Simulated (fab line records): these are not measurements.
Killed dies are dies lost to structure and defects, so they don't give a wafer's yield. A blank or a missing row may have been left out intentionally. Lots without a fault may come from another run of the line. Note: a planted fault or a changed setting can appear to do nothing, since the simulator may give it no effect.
fab line records	flow nandHarc
record: lots: 13	wafers: 39	lastDay: 33
route steps=1302 shown A_CHANNEL_HOLE_D1@468 A_ONON_D2@545
lots untouched by any fault: they come from a run of this same line in which no faults occurred
startH: hours from the record's opening day to when the first of the lot's shown wafers began	waitH: hours since the lot's step before	" as in the row above	L1.1+2: one row covering several wafers at once	- either no value or no given start	* or withheld: withheld	< > ~ a bound
route shown NAME@n: names a module that has steps shown in the file, with the first one's number in the route	usual: mean and standard deviation over wafers with no fault	same: alike in all rows	chamber/n: place in a boat	sites: per-site readings	_std_site: the values' standard deviation	_edge_site: inner sites' mean taken away from outer sites' mean	radiusMm: for every site, how far away it sits from the centre of the wafer	mask NAME#n: copy n	behind: the tool/chamber that last shaped the wafer	hold: why the lot went on hold/how many hours it stayed there/how the hold came to an end	device: the transistor (n, p or np) that didn't switch	end of line: the tests these same wafers got at the end of their route	a step with no rows: only its recipe	killed: at the first sort, the dies lost to defects and structure; wafer yield is something else	map: a wafer's dies, x killed, . not, _ none there
set.NAME: the run value of the setting; set.NAME@STEP: its run value at that earlier step	model.NAME: the simulator's own value behind a step, which no gauge read
route steps across a sampled set of lots; one table per step, one row per wafer
services: from which hour (startH, from the record's first day; less than 0 if before it) a tool's chamber was out of use, for how many hours, and why
== steps ==
step: NHARC_A_CHANNEL_HOLE_D1_ETCH_34
recipe: targetDepthA: 1540	timeS: 77	cf4FlowSccm: 100	chf3FlowSccm: 30	arFlowSccm: 0	rfW: 500	biasW: 200	chemistry: CF4/CHF3
usual: drypumpMotorCurrentA: 5.5/0.31	oesProductAu: 0.957/0.022	rfVppV: 370.6/1.9	showerheadPlenumPTorr: 1.57/0.056	throttleValvePct: 16.803/0.0097
lot.wafer	tool	chamber	startH	waitH	drypumpMotorCurrentA	oesProductAu	rfHoursCounterH	rfVppV	showerheadPlenumPTorr	throttleValvePct
L433.3	rieDiel-04	0	-	-	5.5	0.967	1	371.6	1.58	16.807
L433.4	"	2	"	"	5.1	0.954	1	372.1	1.61	16.805
L433.6	"	1	"	"	5.4	0.981	-	372.7	1.62	16.786
L432.4	rieDiel-13	3	-	-	5.1	0.947	8	368.9	1.51	16.806
L432.1	"	1	"	"	5.6	0.933	6	374.4	1.65	16.804
L432.5	"	3	"	"	5.1	0.954	-	369.8	1.51	16.806
L438.4	rieDiel-04	3	-	-	5.8	0.947	6	368.4	1.50	16.782
L438.1	"	2	"	"	5.1	0.907	6	371.6	1.61	16.804
L438.6	"	0	"	"	5.5	0.934	-	369.4	1.58	16.796
L440.1	rieDiel-04	2	-	-	5.1	0.968	7	372.7	1.61	16.823
L440.2	"	0	"	"	5.5	0.961	7	369.4	1.58	16.811
L440.6	"	2	"	"	5.1	0.966	-	372.3	1.61	16.783
L444.1	rieDiel-13	1	-	-	5.5	0.925	46	372.5	1.64	16.798
L444.5	"	2	"	"	6.0	0.954	-	373.4	1.67	16.800
L444.6	"	0	"	"	5.9	0.929	-	370.2	1.62	16.793
L445.1	rieDiel-04	3	-	-	5.8	0.935	12	367.4	1.50	16.802
L445.3	"	1	"	"	5.4	0.951	12	370.6	1.62	16.800
L445.6	"	0	"	"	5.5	0.938	-	370.5	1.58	16.797
L446.2	rieDiel-04	3	-	-	5.8	0.941	13	368.7	1.50	16.789
L446.3	"	0	"	"	5.5	0.925	11	370.9	1.58	16.813
L446.5	"	0	"	"	5.5	0.942	-	372.5	1.58	16.811
L447.2	rieDiel-04	1	-	-	5.4	0.946	14	371.2	1.62	16.800
L447.4	"	2	"	"	5.1	0.913	14	372.3	1.60	16.791
L447.3	"	3	"	"	5.8	0.944	14	367.6	1.50	16.820
L449.1	rieDiel-03	3	-	-	5.4	0.938	27	369.4	1.51	16.810
L449.2	"	1	"	"	5.7	0.947	19	371.4	1.59	16.812
L449.5	"	0	"	"	6.1	0.926	-	365.3	1.47	16.800
L450.4	rieDiel-04	3	-	-	5.8	1.000	1	367.5	1.50	16.795
L450.2	"	0	"	"	5.5	0.972	0	370.7	1.58	16.789
L450.5	"	0	"	"	5.5	0.967	-	369.9	1.58	16.797
L451.4	rieDiel-04	2	-	-	5.1	0.960	1	372.4	1.60	16.800
L451.3	"	3	"	"	5.8	0.997	1	367.1	1.50	16.808
L451.6	"	0	"	"	5.5	0.961	-	370.9	1.58	16.809
L453.2	rieDiel-13	1	-	-	5.6	0.966	9	371.3	1.63	16.835
L453.1	"	3	"	"	5.1	0.948	12	368.1	1.49	16.793
L453.5	"	1	"	"	5.5	0.964	-	372.8	1.63	16.809
L454.4	rieDiel-04	1	-	-	5.4	0.968	5	371.1	1.61	16.803
L454.3	"	0	"	"	5.5	0.968	4	371.1	1.57	16.790
L454.5	"	1	"	"	5.4	0.972	-	372.6	1.61	16.814
step: NHARC_A_CHANNEL_HOLE_D1_ETCH_20
recipe: biasV: 3000	sourceW: withheld	pressureMtorr: 20	timeS: 361.9	arFlowSccm: 375	c4f8FlowSccm: 89.3	o2FlowSccm: 35.7	tempC: -20	targetDepthA: 16000	chemistry: C4F8/O2/Ar
usual: drypumpMotorCurrentA: 5.5/0.41	o2FlowSccm: 35.68/0.1	showerheadPlenumPTorr: 3.64/0.11	throttleValvePct: 32.154/0.0098
lot.wafer	tool	chamber	startH	waitH	drypumpMotorCurrentA	o2FlowSccm	rfHoursCounterH	showerheadPlenumPTorr	throttleValvePct
L433.3	harEtch-02	1	196.20	0.2	5.8	35.63	-	3.59	32.149
L433.4	"	0	"	"	5.1	35.96	-	3.76	32.147
L433.6	"	1	"	"	5.8	35.68	-	3.58	32.156
L432.1	harEtch-01	1	197.58	0.1	6.1	35.69	95	3.73	32.168
L432.4	"	0	"	"	5.2	35.62	-	3.52	32.154
L432.5	"	1	"	"	6.1	35.52	-	3.73	32.138
L438.1	harEtch-01	1	255.39	0.1	6.1	35.72	122	3.71	32.166
L438.4	"	1	"	"	6.1	35.68	-	3.71	32.149
L438.6	"	0	"	"	5.3	35.69	-	3.51	32.163
L440.1	harEtch-02	1	277.79	0.1	5.7	35.59	347	3.56	32.156
L440.2	"	0	"	"	5.1	35.68	347	3.74	32.154
L440.6	"	1	"	"	5.8	35.57	-	3.56	32.165
L444.1	harEtch-02	0	311.66	0.1	5.1	35.77	370	3.73	32.152
L444.5	"	1	"	"	5.7	35.57	-	3.55	32.171
L444.6	"	0	"	"	5.0	35.69	-	3.73	32.181
L445.1	harEtch-02	0	327.51	0.1	5.1	35.73	374	3.72	32.168
L445.3	"	1	"	"	5.8	35.75	-	3.55	32.163
L445.6	"	1	"	"	5.8	35.92	-	3.55	32.137
L446.2	harEtch-01	0	328.01	0.1	5.2	35.61	164	3.49	32.166
L446.3	"	1	"	"	6.1	35.69	-	3.69	32.149
L446.5	"	1	"	"	6.1	35.87	-	3.69	32.157
L447.2	harEtch-01	0	343.01	0.1	5.2	35.53	172	3.48	32.147
L447.4	"	0	"	"	5.2	35.57	-	3.48	32.158
L447.3	"	1	"	"	6.1	35.80	-	3.69	32.163
L449.1	harEtch-01	0	358.09	0.1	5.2	35.69	179	3.48	32.156
L449.2	"	1	"	"	6.2	35.72	179	3.68	32.173
L449.5	"	0	"	"	5.2	35.68	-	3.48	32.162
L450.2	harEtch-01	1	374.08	0.1	6.1	35.76	194	3.67	32.154
L450.4	"	0	"	"	5.2	35.55	-	3.47	32.171
L450.5	"	0	"	"	5.2	35.60	-	3.47	32.164
L451.4	harEtch-02	1	375.73	0.2	5.8	35.77	-	3.53	32.159
L451.3	"	0	"	"	5.1	35.69	-	3.70	32.140
L451.6	"	0	"	"	5.1	35.54	-	3.70	32.151
L453.2	harEtch-02	1	410.45	0.1	5.7	35.60	4	3.93	32.159
L453.1	"	0	"	"	5.1	35.83	4	3.70	32.132
L453.5	"	0	"	"	5.1	35.58	-	3.70	32.155
L454.3	harEtch-02	1	421.50	0.2	5.8	35.80	-	3.93	32.154
L454.4	"	0	"	"	5.1	35.52	-	3.70	32.157
L454.5	"	0	"	"	5.1	35.57	-	3.70	32.145
step: NHARC_A_CHANNEL_HOLE_D1_ETCH_23
recipe: biasV: 5000	sourceW: withheld	pressureMtorr: 20	timeS: 819	arFlowSccm: 375	c4f8FlowSccm: 89.3	o2FlowSccm: 35.7	tempC: -20	targetDepthA: 16000	chemistry: C4F8/O2/Ar
usual: drypumpMotorCurrentA: 5.5/0.41	o2FlowSccm: 35.69/0.1	showerheadPlenumPTorr: 3.64/0.11	throttleValvePct: 32.156/0.0088
lot.wafer	tool	chamber	startH	waitH	drypumpMotorCurrentA	o2FlowSccm	rfHoursCounterH	showerheadPlenumPTorr	throttleValvePct
L433.3	harEtch-02	1	197.65	0.5	5.8	35.75	-	3.58	32.153
L433.4	"	0	"	"	5.1	35.52	-	3.76	32.146
L433.6	"	1	"	"	5.8	35.65	-	3.58	32.175
L432.1	harEtch-01	1	198.96	0.5	6.1	35.78	97	3.73	32.143
L432.4	"	0	"	"	5.3	35.67	-	3.52	32.164
L432.5	"	1	"	"	6.0	35.72	-	3.73	32.142
L438.1	harEtch-01	1	256.77	0.5	6.1	35.83	123	3.71	32.144
L438.4	"	1	"	"	6.1	35.62	-	3.71	32.149
L438.6	"	0	"	"	5.3	35.81	-	3.51	32.148
L440.1	harEtch-02	1	279.12	0.5	5.8	35.82	349	3.56	32.142
L440.2	"	0	"	"	5.0	35.68	349	3.74	32.157
L440.6	"	1	"	"	5.8	35.75	-	3.56	32.160
L444.1	harEtch-02	0	313.06	0.5	5.1	35.73	372	3.72	32.153
L444.5	"	1	"	"	5.8	35.88	-	3.55	32.153
L444.6	"	0	"	"	5.1	35.71	-	3.72	32.134
L445.1	harEtch-02	0	328.83	0.5	5.1	35.67	376	3.72	32.164
L445.3	"	1	"	"	5.8	35.65	-	3.55	32.153
L445.6	"	1	"	"	5.8	35.68	-	3.55	32.155
L446.2	harEtch-01	0	329.39	0.5	5.2	35.66	165	3.49	32.159
L446.3	"	1	"	"	6.1	35.77	-	3.69	32.168
L446.5	"	1	"	"	6.1	35.54	-	3.69	32.164
L447.2	harEtch-01	0	344.34	0.5	5.2	35.63	173	3.48	32.153
L447.4	"	0	"	"	5.2	35.70	-	3.48	32.153
L447.3	"	1	"	"	6.1	35.51	-	3.69	32.142
L449.1	harEtch-01	0	359.42	0.5	5.2	35.90	181	3.48	32.165
L449.2	"	1	"	"	6.1	35.66	181	3.68	32.165
L449.5	"	0	"	"	5.2	35.71	-	3.48	32.165
L450.2	harEtch-01	1	375.40	0.5	6.1	35.65	196	3.67	32.154
L450.4	"	0	"	"	5.2	35.69	-	3.47	32.140
L450.5	"	0	"	"	5.2	35.65	-	3.47	32.161
L451.4	harEtch-02	1	377.18	0.5	5.8	35.51	-	3.53	32.140
L451.3	"	0	"	"	5.1	35.60	-	3.70	32.149
L451.6	"	0	"	"	5.0	35.58	-	3.70	32.170
L453.2	harEtch-02	1	411.77	0.5	5.8	35.58	5	3.93	32.155
L453.1	"	0	"	"	5.0	35.85	5	3.70	32.164
L453.5	"	0	"	"	5.0	35.57	-	3.70	32.150
L454.3	harEtch-02	1	422.95	0.5	5.7	35.86	-	3.93	32.148
L454.4	"	0	"	"	5.1	35.49	-	3.70	32.162
L454.5	"	0	"	"	5.1	35.56	-	3.70	32.158
step: NHARC_A_ONON_D2_DEP_00
recipe: targetThkA: 10000	n2FlowSccm: 2750	n2oFlowSccm: 2000	nh3FlowSccm: 500	sih4FlowSccm: 210	tempC: 400
usual: n2oFlowSccm: 1999/5.7	susceptorTempC: 399.99/0.23
lot.wafer	tool	chamber	startH	waitH	n2oFlowSccm	susceptorTempC
L432.1	pecvdOnon-02	0	284.86	0.1	2008	399.77
L432.4	"	0	"	"	1995	399.84
L432.5	"	0	"	"	2010	399.97
L433.3	pecvdOnon-03	0	284.98	0.2	2001	400.09
L433.4	"	0	"	"	2012	399.94
L433.6	"	0	"	"	2006	400.37
L438.1	pecvdOnon-03	0	342.46	0.1	1992	399.98
L438.4	"	0	"	"	1993	400.02
L438.6	"	0	"	"	1992	400.64
L440.1	pecvdOnon-03	0	363.95	0.1	2001	400.21
L440.2	"	0	"	"	2003	399.80
L440.6	"	0	"	"	2006	400.36
L444.1	pecvdOnon-01	0	411.78	0.1	1999	400.12
L444.5	"	0	"	"	1999	399.94
L444.6	"	0	"	"	1994	400.11
L446.2	pecvdOnon-02	0	421.64	0.1	2010	399.87
L446.3	"	0	"	"	1996	400.15
L446.5	"	0	"	"	2001	399.56
L445.1	pecvdOnon-01	0	421.74	0.2	1993	400.03
L445.3	"	0	"	"	1997	399.91
L445.6	"	0	"	"	1994	399.80
L447.2	pecvdOnon-02	0	431.76	0.1	2003	399.37
L447.3	"	0	"	"	2001	399.88
L447.4	"	0	"	"	2005	399.76
L449.1	pecvdOnon-02	0	447.21	0.1	2005	399.74
L449.2	"	0	"	"	1999	400.22
L449.5	"	0	"	"	2000	399.80
L450.2	pecvdOnon-03	0	467.58	0.1	1992	399.71
L450.4	"	0	"	"	1999	399.71
L450.5	"	0	"	"	1992	400.12
L451.3	pecvdOnon-02	0	467.67	0.2	1995	400.10
L451.4	"	0	"	"	1994	400.17
L451.6	"	0	"	"	1995	400.21
L453.1	pecvdOnon-03	0	505.05	0.1	2001	399.81
L453.2	"	0	"	"	2003	399.73
L453.5	"	0	"	"	2001	400.15
L454.3	pecvdOnon-02	0	517.02	0.2	2004	400.02
L454.4	"	0	"	"	2008	399.85
L454.5	"	0	"	"	2006	400.21
step: NHARC_A_ONON_D2_THK_MEAS_02
recipe: thkMeasGauge: ellipsometry
usual: thkNm: 1003/7.7
lot.wafer	tool	chamber	startH	waitH	hold	thkNm
L432.1	filmMetro-02	-	285.37	-	-	995
L432.4	"	-	"	"	-	997
L432.5	"	-	"	"	-	994
L433.3	filmMetro-01	-	285.38	-	-	998
L433.4	"	-	"	"	-	1000
L433.6	"	-	"	"	-	999
L438.1	filmMetro-02	-	342.97	-	-	990
L438.4	"	-	"	"	-	991
L438.6	"	-	"	"	-	991
L440.1	filmMetro-02	-	364.47	-	awaitDispo/0.2h/release	1000
L440.2	"	-	"	"	awaitDispo/0.2h/release	879
L440.6	"	-	"	"	awaitDispo/0.2h/release	1000
L440.1	filmMetro-02	-	364.64	0.2	-	999
L440.2	"	-	"	"	-	880
L440.6	"	-	"	"	-	1001
L444.1	filmMetro-02	-	412.29	-	-	1001
L444.5	"	-	"	"	-	1001
L444.6	"	-	"	"	-	1000
L446.2	filmMetro-02	-	422.09	-	-	998
L446.3	"	-	"	"	-	1000
L446.5	"	-	"	"	-	999
L445.1	filmMetro-02	-	422.25	-	-	1001
L445.3	"	-	"	"	-	1004
L445.6	"	-	"	"	-	1003
L447.2	filmMetro-02	-	432.21	-	-	1008
L447.3	"	-	"	"	-	1008
L447.4	"	-	"	"	-	1008
L449.1	filmMetro-02	-	447.72	-	-	999
L449.2	"	-	"	"	-	999
L449.5	"	-	"	"	-	998
L450.2	filmMetro-02	-	468.03	-	-	994
L450.4	"	-	"	"	-	994
L450.5	"	-	"	"	-	994
L451.3	filmMetro-02	-	468.06	-	-	1002
L451.4	"	-	"	"	-	1001
L451.6	"	-	"	"	-	1004
L453.1	filmMetro-02	-	505.56	-	-	1018
L453.2	"	-	"	"	-	1019
L453.5	"	-	"	"	-	1018
L454.3	filmMetro-01	-	517.44	-	-	999
L454.4	"	-	"	"	-	997
L454.5	"	-	"	"	-	998
== services ==
tool	chamber	startH	hours	kind
rieDiel-04	-	177.90	9.0	pm
pecvdOnon-02	-	185.43	13.0	pm
pecvdOnon-03	-	227.00	13.0	pm
pecvdOnon-01	-	247.75	0.9	repair
rieDiel-13	1	268.90	7.9	repair
pecvdOnon-01	-	269.02	13.0	pm
rieDiel-04	0	282.03	9.4	repair
rieDiel-03	-	284.71	9.0	pm
rieDiel-13	0	292.49	14.5	repair
rieDiel-13	3	293.80	16.0	repair
rieDiel-13	-	298.38	0.2	repair
rieDiel-04	-	299.06	0.3	repair
rieDiel-03	1	336.74	2.4	repair
rieDiel-13	-	343.02	9.0	pm
rieDiel-04	-	354.90	9.0	pm
pecvdOnon-02	-	366.43	13.0	pm
harEtch-02	-	379.67	17.0	pm
rieDiel-04	2	399.18	15.8	repair
rieDiel-13	0	401.64	10.6	repair
pecvdOnon-03	-	408.00	13.0	pm
pecvdOnon-01	-	450.02	13.0	pm
rieDiel-13	1	485.28	3.4	repair
rieDiel-04	1	512.98	1.3	repair
rieDiel-13	3	517.00	2.9	repair
== key ==
firstSign: step: NHARC_A_ONON_D2_THK_MEAS_02	reading: visit	direction: added
effect: step: NHARC_A_ONON_D2_THK_MEAS_02	reading: thkNm	direction: down	sigmas: 16	usual: 1003	struck: 879
metAt NHARC_A_ONON_D2_DEP_00
struckLots L440
struckWafers L440.2
laterRowsLeftOut L440.2
sortLeftOut L440.2
testerLeftOut L440
notActingAt NHARC_A_CHANNEL_HOLE_D1_ETCH_34,NHARC_A_CHANNEL_HOLE_D1_ETCH_20,NHARC_A_CHANNEL_HOLE_D1_ETCH_23
onsetBetween 342.46 363.95
fault: kind: processParameterDrift	tool: pecvdOnon-03	chamber: -	onsetH: 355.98	steps: NHARC_A_ONON_D2_DEP_00	channel: targetThkA	offset: *	shape: step	endH: 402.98	scope: struckWafersOnly	actsIn: *	stated: *
testerLeftOut: of these lots the tester's yield and bins aren't shown, on N5 and GAA mostly nor the transistor test; their killed dies are dies lost to structure and defects alone, not to doping, threshold or leakage, so they don't give the yield
sortLeftOut: the simulated sort isn't trusted on such a fault, so these wafers' sort isn't shown, and their yield isn't known
laterRowsLeftOut: the simulator's readings of these wafers behind a module that went badly wrong aren't trusted and aren't shown, but for the sort
